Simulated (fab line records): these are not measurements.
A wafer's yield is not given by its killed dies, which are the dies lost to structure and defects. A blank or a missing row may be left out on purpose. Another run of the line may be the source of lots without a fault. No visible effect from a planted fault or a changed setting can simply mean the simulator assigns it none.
fab line records | flow n5Finfet | part 1 of 2: steps 1 to 17 of 26
[record] lots = 5 | wafers = 15 | lastDay = 17
route steps=1938 shown BEOL_M0@718
lots that met no fault: taken from a fault-free run of the same line
startH: hours from the record's opening day to when the first of the lot's shown wafers began | waitH: time in hours since the lot's previous step | " the same as in the row above | L1.1+2: a single row standing in for several wafers | - value missing, or start not given | * or withheld: withheld | < > ~ a bound
route shown NAME@n: a module of which the file shows steps, and the number in the route of the first | usual: mean/standard deviation taken from wafers without a fault | same: alike in all rows | chamber/n: place in a boat | sites: each site's reading | _std_site: the values' standard deviation | _edge_site: outer sites' mean less inner sites' | radiusMm: for every site, how far away it sits from the centre of the wafer | mask NAME#n: copy n | behind: tool/chamber where the wafer was last shaped | hold: cause of the lot's hold/its duration in hours/its outcome | device: the n, p or np transistor that did not switch | end of line: tests run on the same wafers once the route is complete | a step given without rows: its recipe and nothing more | killed: not the wafer's yield, but the dies lost to structure and defects at the first sort | map: a wafer's dies, x killed, . not, _ none there
set.NAME: the run value of the setting; set.NAME@STEP: its run value at that earlier step | model.NAME: the simulator's own value behind a step, which no gauge read
lots seen at some steps along the route; tables by step, rows by wafer
services: a tool's chamber out of use, with start hour (startH, from the record's first day; less than 0 if before it), hours out, and reason
[[steps]]
[step N5_BEOL_M0_STRIP_104]
[recipe] chemistry = N2/H2 | powerW = 450 | tempC = 40 | pressureMtorr = 20 | rfFrequencyHz = 6e+07 | overashFraction = 0.3 | biasPowerW = 7 | h2Frac = 0.5 | n2FlowSccm = 200 | h2FlowSccm = 200
[usual] drypumpMotorCurrentA = 5.7/0.41 | h2FlowSccm = 200.1/0.54 | n2FlowSccm = 199.9/0.54 | oesProductAu = 0.82/0.087 | rfVppV = 59.1/1.6 | showerheadPlenumPTorr = 2.55/0.073 | tempC = 39.99/0.12 | throttleValvePct = 23.66/0.19
lot.wafer | tool       | chamber | startH | waitH | drypumpMotorCurrentA | h2FlowSccm | n2FlowSccm | oesProductAu | rfHoursCounterH | rfVppV | showerheadPlenumPTorr | tempC | throttleValvePct
L084.1    | rieDiel-05 | 3       | 186.22 | 0.0   | 6.3                  | 200.4      | 200.0      | 0.67         | 247             | 59.5   | 2.62                  | 40.09 | 23.83
L084.3    | "          | 2       | "      | "     | 5.8                  | 200.6      | 199.7      | 0.87         | 51              | 62.2   | 2.47                  | 39.87 | 23.63
L084.5    | "          | 2       | "      | "     | 5.8                  | 201.2      | 200.1      | 0.87         | -               | 60.0   | 2.47                  | 39.94 | 23.63
L085.2    | rieDiel-05 | 3       | 189.69 | 0.0   | 6.3                  | 200.7      | 198.5      | 0.68         | 248             | 58.9   | 2.62                  | 40.09 | 23.80
L085.3    | "          | 2       | "      | "     | 5.8                  | 199.7      | 199.9      | 0.87         | 52              | 58.5   | 2.47                  | 40.06 | 23.60
L085.6    | "          | 0       | "      | "     | 5.7                  | 199.5      | 199.8      | 0.79         | -               | 58.7   | 2.58                  | 40.13 | 23.55
L086.2    | rieDiel-05 | 2       | 193.62 | 0.0   | 5.8                  | 199.7      | 199.8      | 0.86         | 54              | 60.6   | 2.47                  | 40.12 | 23.60
L086.3    | "          | 0       | "      | "     | 5.7                  | 200.5      | 200.2      | 0.78         | 102             | 59.4   | 2.58                  | 39.88 | 23.55
L086.5    | "          | 1       | "      | "     | 5.8                  | 199.9      | 200.6      | 0.90         | -               | 60.3   | 2.46                  | 39.97 | 23.78
L089.1    | rieDiel-06 | 3       | 205.67 | 0.0   | 5.1                  | 200.3      | 199.5      | 0.96         | 5               | 60.0   | 2.59                  | 39.84 | 23.52
L089.2    | "          | 0       | "      | "     | 5.3                  | 200.7      | 200.4      | 0.73         | 168             | 57.9   | 2.55                  | 39.94 | 24.12
L089.3    | "          | 2       | "      | "     | 5.3                  | 199.9      | 200.3      | 0.86         | 61              | 57.6   | 2.68                  | 40.06 | 23.52
L095.1    | rieDiel-05 | 2       | 247.07 | 0.0   | 5.8                  | 199.8      | 200.2      | 0.84         | 71              | 59.0   | 2.46                  | 39.94 | 23.63
L095.3    | "          | 3       | "      | "     | 6.3                  | 199.7      | 199.7      | 0.92         | 12              | 55.5   | 2.61                  | 39.91 | 23.62
L095.6    | "          | 1       | "      | "     | 5.9                  | 199.6      | 201.1      | 0.87         | -               | 61.0   | 2.45                  | 40.05 | 23.86
[step N5_BEOL_M0_WET_ETCH_106]
[recipe] chemistry = DHF | dilution = 10:1 | tempC = 25 | target = SiO2 | targetDepthA = 1300 | dry = ipaMarangoni | rinseTimeS = 30 | rinseTempC = 23
[usual] tempC = 25.00/0.099
lot.wafer | tool        | chamber | startH | waitH | tempC
L084.1    | wetBench-06 | 3       | 186.29 | -     | 24.95
L084.3    | "           | 7       | "      | "     | 24.99
L084.5    | "           | 6       | "      | "     | 25.21
L085.2    | wetBench-06 | 4       | 189.78 | -     | 25.23
L085.3    | "           | 7       | "      | "     | 25.08
L085.6    | "           | 2       | "      | "     | 24.86
L086.2    | wetBench-01 | 0       | 193.69 | -     | 25.00
L086.3    | "           | 4       | "      | "     | 25.01
L086.5    | "           | 2       | "      | "     | 24.96
L089.1    | wetBench-05 | 5       | 205.73 | -     | 25.01
L089.2    | "           | 7       | "      | "     | 24.96
L089.3    | "           | 6       | "      | "     | 24.91
L095.1    | wetBench-05 | 2       | 247.14 | -     | 25.16
L095.3    | "           | 0       | "      | "     | 24.90
L095.6    | "           | 4       | "      | "     | 25.01
[step N5_BEOL_M0_ETCH_128]
[recipe] chemistry = CF4/N2 | targetDepthA = 120 | overetchA = 51 | target = SiCN | timeS = 21.4 | ionEnergyEv = 150 | pressureMtorr = 40 | sourceW = 430 | biasW = 70 | Ar_flow_sccm = 100 | cf4FlowSccm = 60 | n2FlowSccm = 60
[usual] cf4FlowSccm = 59.99/0.18 | drypumpMotorCurrentA = 5.6/0.42 | n2FlowSccm = 59.99/0.19 | oesProductAu = 0.57/0.057 | rfVppV = 382.7/1.7 | showerheadPlenumPTorr = 2.22/0.061 | throttleValvePct = 15.35/0.2
lot.wafer | tool       | chamber | startH | waitH | cf4FlowSccm | drypumpMotorCurrentA | n2FlowSccm | oesProductAu | rfHoursCounterH | rfVppV | showerheadPlenumPTorr | throttleValvePct
L084.1    | rieDiel-01 | 1       | 186.49 | 0.2   | 59.70       | 6.1                  | 59.88      | 0.57         | 84              | 383.0  | 2.23                  | 15.42
L084.3    | "          | 2       | "      | "     | 59.48       | 4.9                  | 59.95      | 0.63         | 30              | 383.8  | 2.24                  | 15.07
L084.5    | "          | 3       | "      | "     | 59.92       | 5.6                  | 60.32      | 0.47         | -               | 382.7  | 2.27                  | 15.70
L085.2    | rieDiel-06 | 3       | 189.99 | 0.2   | 60.15       | 5.1                  | 60.31      | 0.66         | 1               | 384.0  | 2.26                  | 15.24
L085.3    | "          | 2       | "      | "     | 60.27       | 5.3                  | 59.93      | 0.58         | 57              | 385.5  | 2.32                  | 15.18
L085.6    | "          | 1       | "      | "     | 60.19       | 6.1                  | 60.16      | 0.50         | -               | 378.7  | 2.10                  | 15.52
L086.2    | rieDiel-01 | 2       | 194.13 | 0.4   | 59.98       | 4.9                  | 59.94      | 0.62         | 33              | 383.0  | 2.24                  | 15.10
L086.3    | "          | 1       | "      | "     | 59.89       | 6.1                  | 60.02      | 0.55         | 87              | 383.4  | 2.23                  | 15.43
L086.5    | "          | 1       | "      | "     | 59.69       | 6.1                  | 59.96      | 0.56         | -               | 383.9  | 2.23                  | 15.40
L089.1    | rieDiel-06 | 2       | 206.11 | 0.3   | 59.93       | 5.3                  | 59.74      | 0.57         | 61              | 384.1  | 2.32                  | 15.18
L089.2    | "          | 3       | "      | "     | 59.76       | 5.1                  | 60.24      | 0.64         | 5               | 384.5  | 2.26                  | 15.25
L089.3    | "          | 0       | "      | "     | 59.97       | 5.3                  | 60.07      | 0.50         | 169             | 383.7  | 2.21                  | 15.64
L095.1    | rieDiel-05 | 2       | 247.57 | 0.4   | 60.18       | 5.8                  | 59.46      | 0.57         | 71              | 381.6  | 2.14                  | 15.51
L095.3    | "          | 1       | "      | "     | 60.01       | 5.9                  | 60.06      | 0.59         | 60              | 381.0  | 2.13                  | 15.38
L095.6    | "          | 0       | "      | "     | 59.96       | 5.7                  | 59.94      | 0.53         | -               | 381.7  | 2.22                  | 15.14
[step N5_BEOL_M0_TRENCH_ETCH_107]
[recipe] chemistry = C4F6/O2 | targetDepthA = 328 | target = SiOC | timeS = 16.4 | ionEnergyEv = 250 | pressureMtorr = 30 | sourceW = 355 | biasW = 185 | Ar_flow_sccm = 300 | C4F6_flow_sccm = 10 | O2_flow_sccm = 10
[usual] drypumpMotorCurrentA = 5.7/0.42 | oes_ar_750_au = 0.83/0.086 | oesProductAu = 0.83/0.089 | rfVppV = 667/13 | showerheadPlenumPTorr = 2.86/0.078 | throttleValvePct = 20.80/0.18
lot.wafer | tool       | chamber | startH | waitH | drypumpMotorCurrentA | oes_ar_750_au | oesProductAu | rfHoursCounterH | rfVppV | showerheadPlenumPTorr | throttleValvePct
L084.1    | rieDiel-01 | 1       | 186.53 | 0.0   | 6.1                  | 0.84          | 0.83         | 84              | 661    | 2.88                  | 20.96
L084.3    | "          | 2       | "      | "     | 4.9                  | 0.92          | 0.92         | 30              | 685    | 2.90                  | 20.60
L084.5    | "          | 3       | "      | "     | 5.6                  | 0.68          | 0.68         | -               | 676    | 2.93                  | 21.08
L085.2    | rieDiel-06 | 3       | 190.03 | 0.0   | 5.1                  | 0.98          | 0.98         | 1               | 682    | 2.93                  | 20.81
L085.3    | "          | 2       | "      | "     | 5.2                  | 0.84          | 0.85         | 57              | 676    | 2.98                  | 20.56
L085.6    | "          | 1       | "      | "     | 6.2                  | 0.71          | 0.69         | -               | 652    | 2.71                  | 20.98
L086.2    | rieDiel-01 | 2       | 194.18 | 0.0   | 4.9                  | 0.91          | 0.91         | 33              | 687    | 2.90                  | 20.61
L086.3    | "          | 1       | "      | "     | 6.1                  | 0.84          | 0.82         | 87              | 663    | 2.88                  | 20.93
L086.5    | "          | 1       | "      | "     | 6.1                  | 0.83          | 0.84         | -               | 662    | 2.88                  | 20.94
L089.1    | rieDiel-06 | 2       | 206.15 | 0.0   | 5.3                  | 0.84          | 0.84         | 61              | 677    | 2.97                  | 20.56
L089.2    | "          | 3       | "      | "     | 5.1                  | 0.95          | 0.95         | 5               | 683    | 2.93                  | 20.84
L089.3    | "          | 0       | "      | "     | 5.3                  | 0.75          | 0.73         | 169             | 659    | 2.83                  | 21.00
L095.1    | rieDiel-05 | 2       | 247.61 | 0.0   | 5.8                  | 0.85          | 0.84         | 71              | 675    | 2.75                  | 20.91
L095.3    | "          | 1       | "      | "     | 5.9                  | 0.85          | 0.87         | 60              | 683    | 2.75                  | 20.84
L095.6    | "          | 0       | "      | "     | 5.7                  | 0.77          | 0.77         | -               | 653    | 2.87                  | 20.59
[step N5_BEOL_M0_STRIP_142]
[recipe] chemistry = N2/H2 | timeS = 10 | powerW = 450 | tempC = 40 | pressureMtorr = 20 | rfFrequencyHz = 6e+07 | biasPowerW = 7 | n2FlowSccm = 200 | h2FlowSccm = 200
[usual] drypumpMotorCurrentA = 5.7/0.42 | h2FlowSccm = 200.0/0.59 | n2FlowSccm = 199.9/0.61 | oesProductAu = 0.83/0.086 | rfVppV = 59.4/0.9 | showerheadPlenumPTorr = 2.55/0.076 | tempC = 40.00/0.11 | throttleValvePct = 23.65/0.18
lot.wafer | tool       | chamber | startH | waitH | drypumpMotorCurrentA | h2FlowSccm | n2FlowSccm | oesProductAu | rfHoursCounterH | rfVppV | showerheadPlenumPTorr | tempC | throttleValvePct
L084.1    | rieDiel-01 | 1       | 186.56 | 0.0   | 6.1                  | 200.7      | 200.6      | 0.84         | 84              | 61.5   | 2.55                  | 40.10 | 23.55
L084.3    | "          | 2       | "      | "     | 4.9                  | 200.7      | 200.6      | 0.92         | 30              | 59.0   | 2.59                  | 39.92 | 23.50
L084.5    | "          | 3       | "      | "     | 5.6                  | 199.6      | 200.8      | 0.68         | -               | 60.4   | 2.61                  | 39.99 | 23.78
L085.2    | rieDiel-06 | 3       | 190.06 | 0.0   | 5.1                  | 201.0      | 200.2      | 0.97         | 1               | 59.4   | 2.59                  | 39.95 | 23.50
L085.3    | "          | 2       | "      | "     | 5.3                  | 199.1      | 198.7      | 0.86         | 57              | 60.6   | 2.68                  | 40.33 | 23.53
L085.6    | "          | 1       | "      | "     | 6.1                  | 201.8      | 201.5      | 0.70         | -               | 60.0   | 2.40                  | 39.99 | 23.88
L086.2    | rieDiel-01 | 2       | 194.20 | 0.0   | 4.9                  | 199.4      | 198.9      | 0.90         | 33              | 59.6   | 2.59                  | 39.93 | 23.52
L086.3    | "          | 1       | "      | "     | 6.1                  | 199.9      | 200.5      | 0.83         | 87              | 59.9   | 2.54                  | 40.00 | 23.57
L086.5    | "          | 1       | "      | "     | 6.1                  | 199.6      | 200.0      | 0.83         | -               | 58.7   | 2.54                  | 39.95 | 23.57
L089.1    | rieDiel-06 | 2       | 206.17 | 0.0   | 5.3                  | 199.8      | 200.2      | 0.86         | 61              | 60.7   | 2.68                  | 40.04 | 23.52
L089.2    | "          | 3       | "      | "     | 5.1                  | 199.0      | 199.9      | 0.94         | 5               | 59.7   | 2.59                  | 40.00 | 23.50
L089.3    | "          | 0       | "      | "     | 5.3                  | 200.4      | 200.2      | 0.73         | 169             | 60.0   | 2.55                  | 40.09 | 24.13
L095.1    | rieDiel-05 | 2       | 247.64 | 0.0   | 5.8                  | 199.3      | 199.1      | 0.83         | 71              | 60.0   | 2.46                  | 39.78 | 23.64
L095.3    | "          | 1       | "      | "     | 5.9                  | 200.2      | 199.6      | 0.86         | 60              | 57.6   | 2.45                  | 40.25 | 23.82
L095.6    | "          | 0       | "      | "     | 5.8                  | 200.8      | 200.8      | 0.78         | -               | 58.4   | 2.57                  | 39.79 | 23.57
[step N5_BEOL_M0_OCD_MEAS_108]
[usual] trenchDepthNm = 33.1/0.63
lot.wafer | tool   | chamber | startH | waitH | trenchDepthNm
L084.1    | ocd-01 | -       | 186.64 | 0.1   | 33.1
L084.3    | "      | -       | "      | "     | 33.5
L084.5    | "      | -       | "      | "     | 32.0
L085.2    | ocd-02 | -       | 190.14 | 0.1   | 32.6
L085.3    | "      | -       | "      | "     | 32.4
L085.6    | "      | -       | "      | "     | 31.8
L086.2    | ocd-01 | -       | 194.28 | 0.1   | 33.5
L086.3    | "      | -       | "      | "     | 32.5
L086.5    | "      | -       | "      | "     | 33.6
L089.1    | ocd-01 | -       | 206.25 | 0.1   | 32.5
L089.2    | "      | -       | "      | "     | 32.5
L089.3    | "      | -       | "      | "     | 32.0
L095.1    | ocd-01 | -       | 247.72 | 0.1   | 33.2
L095.3    | "      | -       | "      | "     | 33.2
L095.6    | "      | -       | "      | "     | 32.6
[step N5_BEOL_M0_HM_STRIP_129]
[recipe] chemistry = peroxideTinStrip | material = TiN | targetDepthA = 170 | tempC = 50 | timeS = 108
[usual] tempC = 50.01/0.1
lot.wafer | tool        | chamber | startH | waitH | tempC
L084.1    | wetBench-05 | 0       | 186.67 | 0.0   | 49.94
L084.3    | "           | 2       | "      | "     | 50.05
L084.5    | "           | 3       | "      | "     | 50.15
L085.2    | wetBench-06 | 2       | 190.17 | 0.0   | 49.93
L085.3    | "           | 3       | "      | "     | 50.12
L085.6    | "           | 4       | "      | "     | 49.93
L086.2    | wetBench-06 | 2       | 194.31 | 0.0   | 49.98
L086.3    | "           | 1       | "      | "     | 50.11
L086.5    | "           | 6       | "      | "     | 50.01
L089.1    | wetBench-06 | 5       | 206.28 | 0.0   | 50.01
L089.2    | "           | 3       | "      | "     | 49.81
L089.3    | "           | 0       | "      | "     | 50.00
L095.1    | wetBench-06 | 0       | 247.75 | 0.0   | 50.13
L095.3    | "           | 3       | "      | "     | 50.15
L095.6    | "           | 4       | "      | "     | 50.00
[step N5_BEOL_M0_SRD_130]
[recipe] timeS = 30 | tempC = 23 | rinseLiquid = diw | dry = ipaMarangoni
[usual] tempC = 22.99/0.11
lot.wafer | tool        | chamber | startH | waitH | tempC
L084.1    | wetBench-05 | 0       | 186.74 | 0.0   | 22.93
L084.3    | "           | 2       | "      | "     | 23.08
L084.5    | "           | 3       | "      | "     | 22.96
L085.2    | wetBench-06 | 2       | 190.20 | 0.0   | 23.03
L085.3    | "           | 3       | "      | "     | 22.94
L085.6    | "           | 4       | "      | "     | 22.72
L086.2    | wetBench-06 | 2       | 194.38 | 0.0   | 22.88
L086.3    | "           | 1       | "      | "     | 22.94
L086.5    | "           | 6       | "      | "     | 22.96
L089.1    | wetBench-06 | 5       | 206.32 | 0.0   | 23.07
L089.2    | "           | 3       | "      | "     | 23.17
L089.3    | "           | 0       | "      | "     | 23.25
L095.1    | wetBench-06 | 0       | 247.78 | 0.0   | 22.82
L095.3    | "           | 3       | "      | "     | 23.09
L095.6    | "           | 4       | "      | "     | 22.99
[step N5_BEOL_M0_ETCH_109]
[recipe] chemistry = CH3F/O2 | targetDepthA = 80 | overetchA = 24 | target = SiCN | timeS = 27.4 | ionEnergyEv = 120 | pressureMtorr = 30 | sourceW = 395 | biasW = 75 | Ar_flow_sccm = 150 | CH3F_flow_sccm = 30 | O2_flow_sccm = 20
[usual] drypumpMotorCurrentA = 5.7/0.37 | oesProductAu = 0.71/0.071 | rfVppV = 297.4/1.4 | showerheadPlenumPTorr = 2.00/0.061 | throttleValvePct = 16.24/0.18
lot.wafer | tool       | chamber | startH | waitH | drypumpMotorCurrentA | oesProductAu | rfHoursCounterH | rfVppV | showerheadPlenumPTorr | throttleValvePct
L084.1    | rieDiel-01 | 2       | 186.81 | 0.0   | 4.9                  | 0.79         | 30              | 298.9  | 2.04                  | 16.05
L084.3    | "          | 1       | "      | "     | 6.1                  | 0.70         | 84              | 298.2  | 2.03                  | 16.32
L084.5    | "          | 3       | "      | "     | 5.6                  | 0.59         | -               | 299.5  | 2.06                  | 16.58
L085.2    | rieDiel-06 | 3       | 190.25 | 0.0   | 5.1                  | 0.83         | 1               | 298.2  | 2.06                  | 16.18
L085.3    | "          | 2       | "      | "     | 5.3                  | 0.74         | 57              | 298.7  | 2.10                  | 16.05
L085.6    | "          | 3       | "      | "     | 5.1                  | 0.85         | -               | 298.6  | 2.06                  | 16.17
L086.2    | rieDiel-05 | 1       | 194.44 | 0.0   | 5.8                  | 0.74         | 42              | 295.6  | 1.93                  | 16.21
L086.3    | "          | 0       | "      | "     | 5.7                  | 0.67         | 103             | 297.4  | 2.03                  | 16.02
L086.5    | "          | 0       | "      | "     | 5.7                  | 0.67         | -               | 298.5  | 2.03                  | 16.02
L089.1    | rieDiel-05 | 1       | 206.36 | 0.0   | 5.9                  | 0.75         | 46              | 296.0  | 1.93                  | 16.23
L089.2    | "          | 2       | "      | "     | 5.7                  | 0.73         | 58              | 295.2  | 1.94                  | 16.33
L089.3    | "          | 0       | "      | "     | 5.6                  | 0.67         | 107             | 298.1  | 2.03                  | 16.03
L095.1    | rieDiel-06 | 1       | 247.83 | 0.0   | 6.2                  | 0.59         | 238             | 295.6  | 1.89                  | 16.46
L095.3    | "          | 3       | "      | "     | 5.1                  | 0.79         | 13              | 298.7  | 2.06                  | 16.21
L095.6    | "          | 2       | "      | "     | 5.3                  | 0.71         | -               | 298.9  | 2.09                  | 16.08
[step N5_BEOL_M0_STRIP_139]
[recipe] chemistry = postEtchResidueRemover | timeS = 60 | tempC = 25 | removerPh = withheld | removerWaterWtPct = withheld | removerFluorideWtPct = withheld
[usual] tempC = 25.01/0.12
lot.wafer | tool        | chamber | startH | waitH | tempC
L084.1    | wetBench-01 | 7       | 186.91 | 0.1   | 24.99
L084.3    | "           | 5       | "      | "     | 24.87
L084.5    | "           | 1       | "      | "     | 24.92
L085.2    | wetBench-06 | 2       | 190.35 | 0.1   | 24.98
L085.3    | "           | 5       | "      | "     | 24.94
L085.6    | "           | 0       | "      | "     | 24.94
L086.2    | wetBench-01 | 0       | 194.54 | 0.1   | 25.03
L086.3    | "           | 7       | "      | "     | 25.21
L086.5    | "           | 6       | "      | "     | 25.07
L089.1    | wetBench-06 | 5       | 206.47 | 0.1   | 24.94
L089.2    | "           | 6       | "      | "     | 25.00
L089.3    | "           | 4       | "      | "     | 25.04
L095.1    | wetBench-06 | 2       | 247.93 | 0.1   | 25.01
L095.3    | "           | 0       | "      | "     | 24.94
L095.6    | "           | 1       | "      | "     | 25.13
[step N5_BEOL_M0_SRD_111]
[recipe] timeS = 30 | tempC = 23 | rinseLiquid = diw | dry = ipaMarangoni
[usual] tempC = 23.01/0.11
lot.wafer | tool        | chamber | startH | waitH | tempC
L084.1    | wetBench-01 | 7       | 186.93 | 0.0   | 22.97
L084.3    | "           | 5       | "      | "     | 23.10
L084.5    | "           | 1       | "      | "     | 22.97
L085.2    | wetBench-06 | 2       | 190.37 | 0.0   | 22.98
L085.3    | "           | 5       | "      | "     | 23.10
L085.6    | "           | 0       | "      | "     | 23.05
L086.2    | wetBench-01 | 0       | 194.56 | 0.0   | 22.82
L086.3    | "           | 7       | "      | "     | 23.15
L086.5    | "           | 6       | "      | "     | 22.92
L089.1    | wetBench-06 | 5       | 206.48 | 0.0   | 22.99
L089.2    | "           | 6       | "      | "     | 23.12
L089.3    | "           | 4       | "      | "     | 22.92
L095.1    | wetBench-06 | 2       | 247.95 | 0.0   | 22.99
L095.3    | "           | 0       | "      | "     | 23.06
L095.6    | "           | 1       | "      | "     | 22.90
[step N5_BEOL_M0_DEGAS_112]
[recipe] ambient = vacuum | tempC = 250 | timeS = 60
[usual] heaterPowerW = 314/23
lot.wafer | tool          | chamber | startH | waitH | heaterPowerW
L084.1    | pvdSputter-02 | -       | 187.14 | 0.2   | 294
L084.3    | "             | -       | "      | "     | 281
L084.5    | "             | -       | "      | "     | 348
L085.2    | pvdSputter-01 | -       | 190.57 | 0.2   | 341
L085.3    | "             | -       | "      | "     | 301
L085.6    | "             | -       | "      | "     | 313
L086.2    | pvdSputter-02 | -       | 194.96 | 0.4   | 307
L086.3    | "             | -       | "      | "     | 288
L086.5    | "             | -       | "      | "     | 303
L089.1    | pvdSputter-01 | -       | 206.85 | 0.4   | 298
L089.2    | "             | -       | "      | "     | 335
L089.3    | "             | -       | "      | "     | 346
L095.1    | pvdSputter-03 | -       | 249.80 | 1.8   | 338
L095.3    | "             | -       | "      | "     | 296
L095.6    | "             | -       | "      | "     | 325
[step N5_BEOL_M0_PRE_CLEAN_113]
[recipe] gas = H2/He | timeS = 30 | tempC = 250
[usual] heaterPowerW = 315/23
lot.wafer | tool          | chamber | startH | waitH | heaterPowerW
L084.1    | pvdSputter-02 | -       | 187.18 | 0.0   | 290
L084.3    | "             | -       | "      | "     | 282
L084.5    | "             | -       | "      | "     | 363
L085.2    | pvdSputter-01 | -       | 190.61 | 0.0   | 345
L085.3    | "             | -       | "      | "     | 312
L085.6    | "             | -       | "      | "     | 297
L086.2    | pvdSputter-02 | -       | 195.00 | 0.0   | 294
L086.3    | "             | -       | "      | "     | 291
L086.5    | "             | -       | "      | "     | 308
L089.1    | pvdSputter-01 | -       | 206.89 | 0.0   | 308
L089.2    | "             | -       | "      | "     | 334
L089.3    | "             | -       | "      | "     | 344
L095.1    | pvdSputter-03 | -       | 249.84 | 0.0   | 333
L095.3    | "             | -       | "      | "     | 296
L095.6    | "             | -       | "      | "     | 314
[step N5_BEOL_M0_ALD_136]
[recipe] material = TaN | targetThkA = * | tempC = 275 | aldPrecursorFamily = PDMAT | aldCoReactant = NH3 | pressureTorr = 3 | carrierFlowSccm = 1500 | pulseTimeS = 2 | purgeTimeS = 3 | coReactantPurgeTimeS = 2 | coReactantPulseTimeS = 3 | aldCycles = 30 | precursorVesselTempC = 75 | precursorVesselPressureTorr = 26.25 | precursorVesselCarrierSccm = 1000
[usual] heaterPowerW = 409/40 | precursorVesselTempC = 75.02/0.12
[same] aldCycles = 30
lot.wafer | tool        | chamber | startH | waitH | heaterPowerW | precursorVesselTempC | sinceWetCleanH
L084.1    | aldMetal-03 | 1       | 187.30 | 0.1   | 449          | 75.15                | 1389
L084.3    | "           | 0       | "      | "     | 387          | 75.05                | 1389
L084.5    | "           | 1       | "      | "     | 445          | 74.75                | -
L085.2    | aldMetal-02 | 1       | 190.77 | 0.1   | 437          | 74.94                | 2931
L085.3    | "           | 0       | "      | "     | 350          | 74.99                | 2931
L085.6    | "           | 2       | "      | "     | 443          | 75.21                | -
L086.2    | aldMetal-02 | 0       | 195.06 | 0.0   | 337          | 74.98                | 2935
L086.3    | "           | 2       | "      | "     | 439          | 74.98                | 2935
L086.5    | "           | 1       | "      | "     | 437          | 75.30                | -
L089.1    | aldMetal-01 | 3       | 206.99 | 0.1   | 407          | 74.91                | 6024
L089.2    | "           | 0       | "      | "     | 363          | 75.14                | 6024
L089.3    | "           | 2       | "      | "     | 372          | 75.10                | 6024
L095.1    | aldMetal-02 | 1       | 249.90 | 0.0   | 436          | 74.97                | 2990
L095.3    | "           | 2       | "      | "     | 433          | 75.07                | 2990
L095.6    | "           | 1       | "      | "     | 446          | 75.03                | -
[step N5_BEOL_M0_SURFACE_TREAT_137]
[recipe] gas = Ar | timeS = * | ionEnergyEv = * | ionCurrentMaCm2 = 0.5 | pressureMtorr = * | arFlowSccm = 30
[usual] pressureMtorr = * | throttleValvePct = *
lot.wafer | tool          | chamber | startH | waitH | pressureMtorr | throttleValvePct
L084.1    | pvdSputter-01 | -       | 187.81 | 0.4   | *             | *
L084.3    | "             | -       | "      | "     | *             | *
L084.5    | "             | -       | "      | "     | *             | *
L085.2    | pvdSputter-01 | -       | 191.00 | 0.1   | *             | *
L085.3    | "             | -       | "      | "     | *             | *
L085.6    | "             | -       | "      | "     | *             | *
L086.2    | pvdSputter-03 | -       | 195.33 | 0.2   | *             | *
L086.3    | "             | -       | "      | "     | *             | *
L086.5    | "             | -       | "      | "     | *             | *
L089.1    | pvdSputter-01 | -       | 207.51 | 0.4   | *             | *
L089.2    | "             | -       | "      | "     | *             | *
L089.3    | "             | -       | "      | "     | *             | *
L095.1    | pvdSputter-01 | -       | 250.17 | 0.2   | *             | *
L095.3    | "             | -       | "      | "     | *             | *
L095.6    | "             | -       | "      | "     | *             | *
[step N5_BEOL_M0_CVD_115]
[recipe] material = Co | targetThkA = * | tempC = withheld | precursor = CCTBA/H2 | pressureTorr = 30 | timeS = 120
lot.wafer | tool     | chamber | startH | waitH | sinceWetCleanH
L084.1    | cvdCo-01 | 0       | 188.00 | 0.2   | 948
L084.3    | "        | 1       | "      | "     | 51
L084.5    | "        | 0       | "      | "     | -
L085.2    | cvdCo-02 | 0       | 191.29 | 0.3   | 733
L085.3    | "        | 2       | "      | "     | 273
L085.6    | "        | 0       | "      | "     | -
L086.2    | cvdCo-01 | 2       | 195.39 | 0.0   | 496
L086.3    | "        | 0       | "      | "     | 955
L086.5    | "        | 1       | "      | "     | -
L089.1    | cvdCo-02 | 0       | 207.80 | 0.3   | 749
L089.2    | "        | 2       | "      | "     | 290
L089.3    | "        | 1       | "      | "     | 1186
L095.1    | cvdCo-02 | 0       | 250.23 | 0.0   | 792
L095.3    | "        | 1       | "      | "     | 1229
L095.6    | "        | 0       | "      | "     | -
[step N5_BEOL_M0_SPUTTER_116]
[recipe] material = Cu | targetThkA = 40 | tempC = -20 | chamberPressurePa = 0.07 | powerW = withheld | timeS = 7.37
[usual] chamberPressurePa = 0.07/0.00015 | throttleValvePct = 30.6/0.92
lot.wafer | tool          | chamber | startH | waitH | chamberPressurePa | throttleValvePct
L084.1    | pvdSputter-01 | -       | 189.69 | 1.6   | 0.07029           | 30.5
L084.3    | "             | -       | "      | "     | 0.07017           | 29.7
L084.5    | "             | -       | "      | "     | 0.07023           | 29.6
L085.2    | pvdSputter-02 | -       | 192.80 | 1.5   | 0.06994           | 32.1
L085.3    | "             | -       | "      | "     | 0.06984           | 31.1
L085.6    | "             | -       | "      | "     | 0.07008           | 31.3
L086.2    | pvdSputter-01 | -       | 195.56 | 0.1   | 0.06979           | 29.6
L086.3    | "             | -       | "      | "     | 0.0703            | 29.6
L086.5    | "             | -       | "      | "     | 0.07033           | 29.7
L089.1    | pvdSputter-02 | -       | 208.99 | 1.2   | 0.0698            | 29.4
L089.2    | "             | -       | "      | "     | 0.07004           | 32.5
L089.3    | "             | -       | "      | "     | 0.0697            | 31.2
L095.1    | pvdSputter-02 | -       | 250.37 | 0.1   | 0.07007           | 31.3
L095.3    | "             | -       | "      | "     | 0.07018           | 30.7
L095.6    | "             | -       | "      | "     | 0.07018           | 30.7
